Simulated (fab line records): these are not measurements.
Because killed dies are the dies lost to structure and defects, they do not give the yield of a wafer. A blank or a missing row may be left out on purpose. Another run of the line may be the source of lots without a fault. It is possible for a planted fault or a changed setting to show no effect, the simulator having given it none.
Which of the tools did it? || flow n5 finfet || 8 lots with 24 wafers sampled at 9 steps, on a route of 1938 steps

WHAT EACH GAUGE READ, for each wafer
N5_PMOS_HMC_CHANNEL_EPI_INSPECT_30: inspects for defects (darkfield). Usual: raw defect count 19, standard deviation 6.6.
{"lot": "L937", "measured": "day 3 14:39", "on": "defect inspect-02", "raw defect count": "20 34 30", "flag": ""}
{"lot": "L939", "measured": "day 4 02:23", "on": "defect inspect-01", "raw defect count": "22 32 15", "flag": ""}
{"lot": "L940", "measured": "day 4 08:29", "on": "defect inspect-02", "raw defect count": "18 30 24", "flag": ""}
{"lot": "L943", "measured": "day 5 02:05", "on": "defect inspect-02", "raw defect count": "25 11 14", "flag": ""}
{"lot": "L944", "measured": "day 5 08:17", "on": "defect inspect-02", "raw defect count": "16 30 369", "flag": "OFF"}
{"lot": "L945", "measured": "day 5 15:03", "on": "defect inspect-02", "raw defect count": "23 350 9", "flag": "OFF"}
{"lot": "L948", "measured": "day 6 08:06", "on": "defect inspect-01", "raw defect count": "17 16 23", "flag": ""}
{"lot": "L953", "measured": "day 7 13:56", "on": "defect inspect-01", "raw defect count": "22 17 12", "flag": ""}

N5_FIN_SAQP_INSPECT_18: inspects for defects (brightfield). Usual: raw defect count 398, standard deviation 120.
{"lot": "L937", "measured": "day 3 15:55", "on": "defect inspect-02", "raw defect count": "590 504 384", "flag": ""}
{"lot": "L939", "measured": "day 4 05:46", "on": "defect inspect-02", "raw defect count": "386 319 265", "flag": ""}
{"lot": "L940", "measured": "day 4 09:44", "on": "defect inspect-01", "raw defect count": "449 290 540", "flag": ""}
{"lot": "L943", "measured": "day 5 05:55", "on": "defect inspect-02", "raw defect count": "582 580 543", "flag": ""}
{"lot": "L944", "measured": "day 5 09:47", "on": "defect inspect-02", "raw defect count": "388 424 815", "flag": ""}
{"lot": "L945", "measured": "day 5 16:19", "on": "defect inspect-01", "raw defect count": "331 671 339", "flag": ""}
{"lot": "L948", "measured": "day 6 09:47", "on": "defect inspect-02", "raw defect count": "298 337 368", "flag": ""}
{"lot": "L953", "measured": "day 7 16:13", "on": "defect inspect-02", "raw defect count": "415 384 359", "flag": ""}

N5_FIN_SAQP_INSPECT_40: inspects for defects (brightfield). Usual: raw defect count 224, standard deviation 66.
{"lot": "L937", "measured": "day 3 20:15", "on": "defect inspect-02", "raw defect count": "237 285 265", "flag": ""}
{"lot": "L939", "measured": "day 4 10:31", "on": "defect inspect-02", "raw defect count": "209 220 183", "flag": ""}
{"lot": "L940", "measured": "day 4 13:57", "on": "defect inspect-02", "raw defect count": "207 180 165", "flag": ""}
{"lot": "L943", "measured": "day 5 10:47", "on": "defect inspect-01", "raw defect count": "232 231 238", "flag": ""}
{"lot": "L944", "measured": "day 5 14:27", "on": "defect inspect-01", "raw defect count": "153 133 437", "flag": ""}
{"lot": "L945", "measured": "day 5 22:13", "on": "defect inspect-01", "raw defect count": "185 490 189", "flag": ""}
{"lot": "L948", "measured": "day 6 14:11", "on": "defect inspect-01", "raw defect count": "242 226 299", "flag": ""}
{"lot": "L953", "measured": "day 7 20:32", "on": "defect inspect-01", "raw defect count": "320 225 195", "flag": ""}

N5_FIN_CUT_INSPECT_10: inspects for defects (brightfield). Usual: raw defect count 41, standard deviation 12.
{"lot": "L937", "measured": "day 3 20:46", "on": "defect inspect-02", "raw defect count": "52 44 51", "flag": ""}
{"lot": "L939", "measured": "day 4 11:02", "on": "defect inspect-01", "raw defect count": "42 39 36", "flag": ""}
{"lot": "L940", "measured": "day 4 14:28", "on": "defect inspect-02", "raw defect count": "24 46 36", "flag": ""}
{"lot": "L943", "measured": "day 5 11:19", "on": "defect inspect-01", "raw defect count": "44 50 24", "flag": ""}
{"lot": "L944", "measured": "day 5 14:50", "on": "defect inspect-02", "raw defect count": "34 37 396", "flag": "OFF"}
{"lot": "L945", "measured": "day 5 22:44", "on": "defect inspect-01", "raw defect count": "38 372 34", "flag": "OFF"}
{"lot": "L948", "measured": "day 6 14:35", "on": "defect inspect-01", "raw defect count": "54 31 70", "flag": ""}
{"lot": "L953", "measured": "day 7 20:55", "on": "defect inspect-02", "raw defect count": "60 45 45", "flag": ""}

N5_BEOL_M4_RC_MEAS_101. Usual: DIBL_N 35.9 mV/V, standard deviation 1.3; DIBL_P 35.9 mV/V, standard deviation 1.5; IOFF_N 0.152 nA/um, standard deviation 0.023; IOFF_P 0.204 nA/um, standard deviation 0.027; ION_N 673 uA/um, standard deviation 9.2; ION_P 462 uA/um, standard deviation 6.7; SS_N 71.4 mV/dec, standard deviation 0.48; SS_P 73.2 mV/dec, standard deviation 0.55; VT_N 250.3 mV, standard deviation 2.6; VT_P -250.6 mV, standard deviation 3.
{"lot": "L937", "measured": "day 11 00:04", "on": "prober-02", "DIBL_N (mV/V)": "34.9 34.8 34.8", "DIBL_P (mV/V)": "35.7 33.9 34.9", "IOFF_N (nA/um)": "0.133 0.126 0.130", "IOFF_P (nA/um)": "0.189 0.161 0.178", "ION_N (uA/um)": "680 670 668", "ION_P (uA/um)": "467 454 462", "SS_N (mV/dec)": "71.8 71.0 71.0", "SS_P (mV/dec)": "73.1 73.6 72.1", "VT_N (mV)": "252.7 253.6 253.5", "VT_P (mV)": "-250.8 -254.7 -252.7", "flag": ""}
{"lot": "L939", "measured": "day 12 03:04", "on": "prober-02", "DIBL_N (mV/V)": "35.7 35.0 35.9", "DIBL_P (mV/V)": "35.5 35.2 36.2", "IOFF_N (nA/um)": "0.134 0.127 0.143", "IOFF_P (nA/um)": "0.188 0.198 0.209", "ION_N (uA/um)": "669 665 681", "ION_P (uA/um)": "455 460 461", "SS_N (mV/dec)": "71.1 70.7 71.7", "SS_P (mV/dec)": "72.7 72.8 73.8", "VT_N (mV)": "249.5 251.2 248.9", "VT_P (mV)": "-249.6 -248.8 -248.1", "flag": ""}
{"lot": "L940", "measured": "day 11 07:58", "on": "prober-02", "DIBL_N (mV/V)": "38.2 37.6 36.9", "DIBL_P (mV/V)": "38.8 37.3 36.6", "IOFF_N (nA/um)": "0.225 0.206 0.182", "IOFF_P (nA/um)": "0.247 0.217 0.209", "ION_N (uA/um)": "690 678 682", "ION_P (uA/um)": "467 458 458", "SS_N (mV/dec)": "71.5 71.8 71.3", "SS_P (mV/dec)": "74.1 73.2 72.6", "VT_N (mV)": "242.7 244.2 246.1", "VT_P (mV)": "-248.1 -253.5 -251.4", "flag": ""}
{"lot": "L943", "measured": "day 12 10:53", "on": "prober-02", "DIBL_N (mV/V)": "36.3 36.9 38.0", "DIBL_P (mV/V)": "33.9 34.5 36.4", "IOFF_N (nA/um)": "0.147 0.148 0.184", "IOFF_P (nA/um)": "0.227 0.227 0.275", "ION_N (uA/um)": "669 678 692", "ION_P (uA/um)": "472 467 477", "SS_N (mV/dec)": "71.5 71.1 71.6", "SS_P (mV/dec)": "72.4 73.4 73.6", "VT_N (mV)": "248.6 251.3 247.6", "VT_P (mV)": "-244.2 -247.5 -243.5", "flag": ""}
{"lot": "L944", "measured": "day 12 07:56", "on": "prober-01", "DIBL_N (mV/V)": "33.9 34.1 33.2", "DIBL_P (mV/V)": "35.3 36.2 34.6", "IOFF_N (nA/um)": "0.152 0.156 0.136", "IOFF_P (nA/um)": "0.208 0.231 0.201", "ION_N (uA/um)": "688 682 681", "ION_P (uA/um)": "474 474 471", "SS_N (mV/dec)": "71.3 71.0 70.4", "SS_P (mV/dec)": "72.8 73.3 72.7", "VT_N (mV)": "248.7 250.0 250.0", "VT_P (mV)": "-248.8 -245.6 -249.4", "flag": ""}
{"lot": "L945", "measured": "day 12 14:05", "on": "prober-02", "DIBL_N (mV/V)": "37.4 39.0 36.4", "DIBL_P (mV/V)": "34.7 36.7 33.5", "IOFF_N (nA/um)": "0.139 0.163 0.121", "IOFF_P (nA/um)": "0.161 0.193 0.149", "ION_N (uA/um)": "679 689 669", "ION_P (uA/um)": "457 463 452", "SS_N (mV/dec)": "71.0 71.4 71.3", "SS_P (mV/dec)": "72.6 73.7 72.6", "VT_N (mV)": "251.0 248.7 252.4", "VT_P (mV)": "-255.2 -253.3 -252.7", "flag": ""}
{"lot": "L948", "measured": "day 13 14:14", "on": "prober-02", "DIBL_N (mV/V)": "34.5 33.8 35.7", "DIBL_P (mV/V)": "36.0 35.6 37.6", "IOFF_N (nA/um)": "0.143 0.137 0.164", "IOFF_P (nA/um)": "0.198 0.187 0.223", "ION_N (uA/um)": "681 665 681", "ION_P (uA/um)": "470 466 467", "SS_N (mV/dec)": "71.5 71.2 71.5", "SS_P (mV/dec)": "73.3 73.1 73.5", "VT_N (mV)": "252.2 253.1 249.4", "VT_P (mV)": "-248.9 -253.0 -251.9", "flag": ""}
{"lot": "L953", "measured": "day 14 22:47", "on": "prober-02", "DIBL_N (mV/V)": "35.3 35.2 35.9", "DIBL_P (mV/V)": "34.3 34.4 35.3", "IOFF_N (nA/um)": "0.134 0.130 0.146", "IOFF_P (nA/um)": "0.219 0.216 0.240", "ION_N (uA/um)": "657 667 678", "ION_P (uA/um)": "466 471 477", "SS_N (mV/dec)": "71.6 71.4 71.1", "SS_P (mV/dec)": "73.2 72.1 73.7", "VT_N (mV)": "252.8 249.9 251.0", "VT_P (mV)": "-247.0 -247.9 -244.7", "flag": ""}

EACH LOT AND THE TOOL THAT RAN IT (in order: tool; ch and the chambers of the sampled wafers; start)
{"lot": "L937", "N5_PMOS_HMC_CHANNEL_EPI_CMP_21": "cmp-01 ch 0,1,3, day 3 13:49", "N5_PMOS_HMC_CHANNEL_EPI_PRECLEAN_37": "wet bench-02 ch 3,6,7, day 3 14:07", "N5_FIN_SAQP_PECVD_47": "pecvd-02 ch 0,1,2, day 3 15:19", "N5_FIN_SAQP_HM_DEP_72": "pecvd-02 ch 0,1,2, day 3 15:31"}
{"lot": "L939", "N5_PMOS_HMC_CHANNEL_EPI_CMP_21": "cmp-02 ch 1,2,3, day 4 01:38", "N5_PMOS_HMC_CHANNEL_EPI_PRECLEAN_37": "wet bench-03 ch 1,4,5, day 4 01:54", "N5_FIN_SAQP_PECVD_47": "pecvd-02 ch 0,1, day 4 05:02", "N5_FIN_SAQP_HM_DEP_72": "pecvd-02 ch 0,1, day 4 05:15"}
{"lot": "L940", "N5_PMOS_HMC_CHANNEL_EPI_CMP_21": "cmp-03 ch 0,1, day 4 07:42", "N5_PMOS_HMC_CHANNEL_EPI_PRECLEAN_37": "wet bench-04 ch 2,4,5, day 4 08:02", "N5_FIN_SAQP_PECVD_47": "pecvd-04 ch 0,1,2, day 4 09:08", "N5_FIN_SAQP_HM_DEP_72": "pecvd-03 ch 0,2, day 4 09:21"}
{"lot": "L943", "N5_PMOS_HMC_CHANNEL_EPI_CMP_21": "cmp-02 ch 0,1,2, day 5 01:11", "N5_PMOS_HMC_CHANNEL_EPI_PRECLEAN_37": "wet bench-02 ch 1,2,5, day 5 01:25", "N5_FIN_SAQP_PECVD_47": "pecvd-03 ch 1,2, day 5 05:11", "N5_FIN_SAQP_HM_DEP_72": "pecvd-04 ch 0,1, day 5 05:24"}
{"lot": "L944", "N5_PMOS_HMC_CHANNEL_EPI_CMP_21": "cmp-01 ch 1,3, day 5 07:32", "N5_PMOS_HMC_CHANNEL_EPI_PRECLEAN_37": "wet bench-02 ch 3,5,6, day 5 07:50", "N5_FIN_SAQP_PECVD_47": "pecvd-03 ch 1,2, day 5 09:04", "N5_FIN_SAQP_HM_DEP_72": "pecvd-04 ch 0,1,2, day 5 09:16"}
{"lot": "L945", "N5_PMOS_HMC_CHANNEL_EPI_CMP_21": "cmp-03 ch 0,2,3, day 5 14:17", "N5_PMOS_HMC_CHANNEL_EPI_PRECLEAN_37": "wet bench-02 ch 0,2,6, day 5 14:37", "N5_FIN_SAQP_PECVD_47": "pecvd-02 ch 0,1, day 5 15:43", "N5_FIN_SAQP_HM_DEP_72": "pecvd-03 ch 0,1, day 5 15:55"}
{"lot": "L948", "N5_PMOS_HMC_CHANNEL_EPI_CMP_21": "cmp-03 ch 0,1,3, day 6 07:24", "N5_PMOS_HMC_CHANNEL_EPI_PRECLEAN_37": "wet bench-03 ch 1,3,7, day 6 07:39", "N5_FIN_SAQP_PECVD_47": "pecvd-02 ch 1,2, day 6 09:04", "N5_FIN_SAQP_HM_DEP_72": "pecvd-04 ch 0,1,2, day 6 09:17"}
{"lot": "L953", "N5_PMOS_HMC_CHANNEL_EPI_CMP_21": "cmp-01 ch 1,2, day 7 13:03", "N5_PMOS_HMC_CHANNEL_EPI_PRECLEAN_37": "wet bench-03 ch 0,1,7, day 7 13:23", "N5_FIN_SAQP_PECVD_47": "pecvd-04 ch 1,2, day 7 15:29", "N5_FIN_SAQP_HM_DEP_72": "pecvd-04 ch 0,2, day 7 15:42"}
- N5_PMOS_HMC_CHANNEL_EPI_CMP_21: polishes SiGe30, target thk 54 nm.
- N5_PMOS_HMC_CHANNEL_EPI_PRECLEAN_37: cleans in O3/DIW, time 45 s.
- N5_FIN_SAQP_PECVD_47: deposits a-Si from SiH4/He, target thk 45 nm, time 36.3 s.
- N5_FIN_SAQP_HM_DEP_72: deposits SiO2 from SiH4/N2O, target thk 12 nm, time 7.2 s.

AS READ BY THE TOOLS THEMSELVES (means over the sampled wafers that have a number; for cases with no such wafer, the mark the record gives instead)
N5_PMOS_HMC_CHANNEL_EPI_CMP_21. Usual: motor current A 11.9 A, standard deviation 1.
{"lot": "L937", "tool": "cmp-01", "motor current A (A)": 11.8, "flag": ""}
{"lot": "L939", "tool": "cmp-02", "motor current A (A)": 11.7, "flag": ""}
{"lot": "L940", "tool": "cmp-03", "motor current A (A)": 12.8, "flag": ""}
{"lot": "L943", "tool": "cmp-02", "motor current A (A)": 11.6, "flag": ""}
{"lot": "L944", "tool": "cmp-01", "motor current A (A)": 11.3, "flag": ""}
{"lot": "L945", "tool": "cmp-03", "motor current A (A)": 12.7, "flag": ""}
{"lot": "L948", "tool": "cmp-03", "motor current A (A)": 12.6, "flag": ""}
{"lot": "L953", "tool": "cmp-01", "motor current A (A)": 12.4, "flag": ""}

N5_PMOS_HMC_CHANNEL_EPI_PRECLEAN_37. Usual: bath heat duty pct 2.3 %, standard deviation 0.47; o3 ppm 10.00, standard deviation 0.097.
{"lot": "L937", "tool": "wet bench-02", "bath heat duty pct (%)": 2.3, "o3 ppm": 9.95, "flag": ""}
{"lot": "L939", "tool": "wet bench-03", "bath heat duty pct (%)": 2.5, "o3 ppm": 9.97, "flag": ""}
{"lot": "L940", "tool": "wet bench-04", "bath heat duty pct (%)": 1.9, "o3 ppm": 9.95, "flag": ""}
{"lot": "L943", "tool": "wet bench-02", "bath heat duty pct (%)": 2.6, "o3 ppm": 10.04, "flag": ""}
{"lot": "L944", "tool": "wet bench-02", "bath heat duty pct (%)": 2.9, "o3 ppm": 10.03, "flag": ""}
{"lot": "L945", "tool": "wet bench-02", "bath heat duty pct (%)": 2.6, "o3 ppm": 10.07, "flag": ""}
{"lot": "L948", "tool": "wet bench-03", "bath heat duty pct (%)": 2.5, "o3 ppm": 9.94, "flag": ""}
{"lot": "L953", "tool": "wet bench-03", "bath heat duty pct (%)": 2.4, "o3 ppm": 9.97, "flag": ""}

N5_FIN_SAQP_PECVD_47. Usual: heater power w 803 W, standard deviation 76; showerhead plenum p Torr 5.68 Torr, standard deviation 0.055; throttle valve pct 18.4 %, standard deviation 1.4.
{"lot": "L937", "tool": "pecvd-02", "heater power w (W)": 824, "showerhead plenum p Torr (Torr)": 5.68, "throttle valve pct (%)": 18.9, "flag": ""}
{"lot": "L939", "tool": "pecvd-02", "heater power w (W)": 777, "showerhead plenum p Torr (Torr)": 5.62, "throttle valve pct (%)": 18.5, "flag": ""}
{"lot": "L940", "tool": "pecvd-04", "heater power w (W)": 768, "showerhead plenum p Torr (Torr)": 5.70, "throttle valve pct (%)": 17.9, "flag": ""}
{"lot": "L943", "tool": "pecvd-03", "heater power w (W)": 843, "showerhead plenum p Torr (Torr)": 5.66, "throttle valve pct (%)": 18.3, "flag": ""}
{"lot": "L944", "tool": "pecvd-03", "heater power w (W)": 809, "showerhead plenum p Torr (Torr)": 5.69, "throttle valve pct (%)": 19.5, "flag": ""}
{"lot": "L945", "tool": "pecvd-02", "heater power w (W)": 718, "showerhead plenum p Torr (Torr)": 5.62, "throttle valve pct (%)": 18.6, "flag": ""}
{"lot": "L948", "tool": "pecvd-02", "heater power w (W)": 853, "showerhead plenum p Torr (Torr)": 5.73, "throttle valve pct (%)": 19.0, "flag": ""}
{"lot": "L953", "tool": "pecvd-04", "heater power w (W)": 814, "showerhead plenum p Torr (Torr)": 5.74, "throttle valve pct (%)": 18.6, "flag": ""}

N5_FIN_SAQP_HM_DEP_72. Usual: heater power w 747 W, standard deviation 88; showerhead plenum p Torr 8.19 Torr, standard deviation 0.15.
{"lot": "L937", "tool": "pecvd-02", "heater power w (W)": 794, "showerhead plenum p Torr (Torr)": 8.15, "flag": ""}
{"lot": "L939", "tool": "pecvd-02", "heater power w (W)": 671, "showerhead plenum p Torr (Torr)": 8.05, "flag": ""}
{"lot": "L940", "tool": "pecvd-03", "heater power w (W)": 807, "showerhead plenum p Torr (Torr)": 8.16, "flag": ""}
{"lot": "L943", "tool": "pecvd-04", "heater power w (W)": 763, "showerhead plenum p Torr (Torr)": 8.21, "flag": ""}
{"lot": "L944", "tool": "pecvd-04", "heater power w (W)": 765, "showerhead plenum p Torr (Torr)": 8.21, "flag": ""}
{"lot": "L945", "tool": "pecvd-03", "heater power w (W)": 726, "showerhead plenum p Torr (Torr)": 8.21, "flag": ""}
{"lot": "L948", "tool": "pecvd-04", "heater power w (W)": 744, "showerhead plenum p Torr (Torr)": 8.23, "flag": ""}
{"lot": "L953", "tool": "pecvd-04", "heater power w (W)": 785, "showerhead plenum p Torr (Torr)": 8.10, "flag": ""}

THE ANSWER, worked out from the rows above alone
Rule: lot off if the mean of its wafers having a number is beyond 3 standard deviations from the usual mean. A lot without any number at a reading at which 4 lots or more have one is off too. All remaining lots with rows at the step are treated as sound. The gauges are gone through in route order, then the tools' own readings, and for those a lot's mean is taken as printed above. The first step at which some lot is off is used, and at that step the reading that is off furthest; a lot without a number counts as furthest.
Off: L944, L945 (N5_PMOS_HMC_CHANNEL_EPI_INSPECT_30, raw defect count).
If a tool, at a process step before that reading, ran all the lots that are off and no sound lot after the first of them, it fits. Those tools and the gauges at N5_PMOS_HMC_CHANNEL_EPI_INSPECT_30 are tried in the same way. Undecided on this evidence; 2 tools fit (wet bench-02 at N5_PMOS_HMC_CHANNEL_EPI_PRECLEAN_37, defect inspect-02 at N5_PMOS_HMC_CHANNEL_EPI_INSPECT_30).

WHAT THE SIMULATOR HAD INSERTED
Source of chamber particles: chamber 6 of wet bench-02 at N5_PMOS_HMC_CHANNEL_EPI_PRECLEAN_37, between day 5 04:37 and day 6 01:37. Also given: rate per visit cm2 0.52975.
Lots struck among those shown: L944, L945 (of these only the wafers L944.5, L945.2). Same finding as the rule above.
